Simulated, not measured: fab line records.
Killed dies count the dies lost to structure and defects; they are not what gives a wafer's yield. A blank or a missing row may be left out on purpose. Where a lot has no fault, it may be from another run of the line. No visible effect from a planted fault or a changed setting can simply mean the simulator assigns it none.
Which tool is to blame?	flow nand-harc	21 wafers from 7 lots sampled at 5 of the route's 1302 steps

== WHAT EACH GAUGE READ, for each wafer ==
NHARC_END_SORT_01.
lot	measured	on	killed-at-array
L228	day 29 10:19	prober-01	82 67 74

== WHAT TOOL EACH LOT RAN ON (gives the tool, then ch and the chambers of the sampled wafers, and finally the start) ==
lot	NHARC_P_M2_PRE_CLEAN_32	NHARC_THIN_TSV_ETCH_15	NHARC_THIN_TSV_STRIP_45	NHARC_THIN_TSV_STRIP_56
L221	pecvd-02 ch 0,2, day 8 04:14	rie-si-06 ch 1,2,3, day 25 04:22	plasma-asher-02 ch 0,1, day 25 04:34	plasma-asher-02 ch 0,1, day 25 10:10
L222	pecvd-02 ch 0,1,2, day 8 23:41	rie-si-03 ch 2,3, day 25 23:14	plasma-asher-02 ch 0,1, day 25 23:26	plasma-asher-01 ch 0,1, day 26 05:04
L228	pecvd-02 ch 0,1, day 11 07:47	rie-si-06 ch 0,3, day 28 17:32	plasma-asher-02 ch 0,1, day 28 17:46	plasma-asher-02 ch 0,1, day 28 23:23
L233	pecvd-03 ch 0,1, day 13 11:04	rie-si-02 ch 0,2,3, day 30 23:20	plasma-asher-02 ch 0,1, day 30 23:32	plasma-asher-01 ch 0, day 31 05:12
L235	pecvd-03 ch 0,2, day 13 20:20	rie-si-03 ch 0,3, day 31 05:18	plasma-asher-02 ch 0,1, day 31 05:31	plasma-asher-01 ch 0,1, day 31 10:57
L237	pecvd-02 ch 1,2, day 14 17:14	rie-si-02 ch 0,1, day 32 04:16	plasma-asher-02 ch 0,1, day 32 04:29	plasma-asher-01 ch 1, day 32 10:04
L240	pecvd-03 ch 1,2, day 16 04:49	rie-si-02 ch 0,2,3, day 33 06:21	plasma-asher-02 ch 0,1, day 33 06:33	plasma-asher-01 ch 0,1, day 33 12:29
- NHARC_P_M2_PRE_CLEAN_32: time 12 s.
- NHARC_THIN_TSV_ETCH_15: target depth 3000 nm, bosch target overetch cycles 2, bosch etch step 2.8 s.
- NHARC_THIN_TSV_STRIP_45: strips in O2.
- NHARC_THIN_TSV_STRIP_56: strips in O2.

== THE ANSWER, worked out from the rows above alone ==
Rule: the lots themselves supply what counts as usual. Put in order of their means at a reading, lots are off if they are a third of the lots or fewer, leave a main group of 4 or more, and stand apart from it by a gap of 3 or more times the standard deviation of the main group's means; of several such gaps the widest counts. A main group is skipped when, at the precision printed for the reading in the tables above, its means are all equal. A lot without any number at a reading at which 4 lots or more have one is off too. Where the step has rows for the other lots, those lots are counted as sound.
None of the lots is off at any reading shown; this tells nothing.

== WHAT HAD BEEN PUT IN BY THE SIMULATOR ==
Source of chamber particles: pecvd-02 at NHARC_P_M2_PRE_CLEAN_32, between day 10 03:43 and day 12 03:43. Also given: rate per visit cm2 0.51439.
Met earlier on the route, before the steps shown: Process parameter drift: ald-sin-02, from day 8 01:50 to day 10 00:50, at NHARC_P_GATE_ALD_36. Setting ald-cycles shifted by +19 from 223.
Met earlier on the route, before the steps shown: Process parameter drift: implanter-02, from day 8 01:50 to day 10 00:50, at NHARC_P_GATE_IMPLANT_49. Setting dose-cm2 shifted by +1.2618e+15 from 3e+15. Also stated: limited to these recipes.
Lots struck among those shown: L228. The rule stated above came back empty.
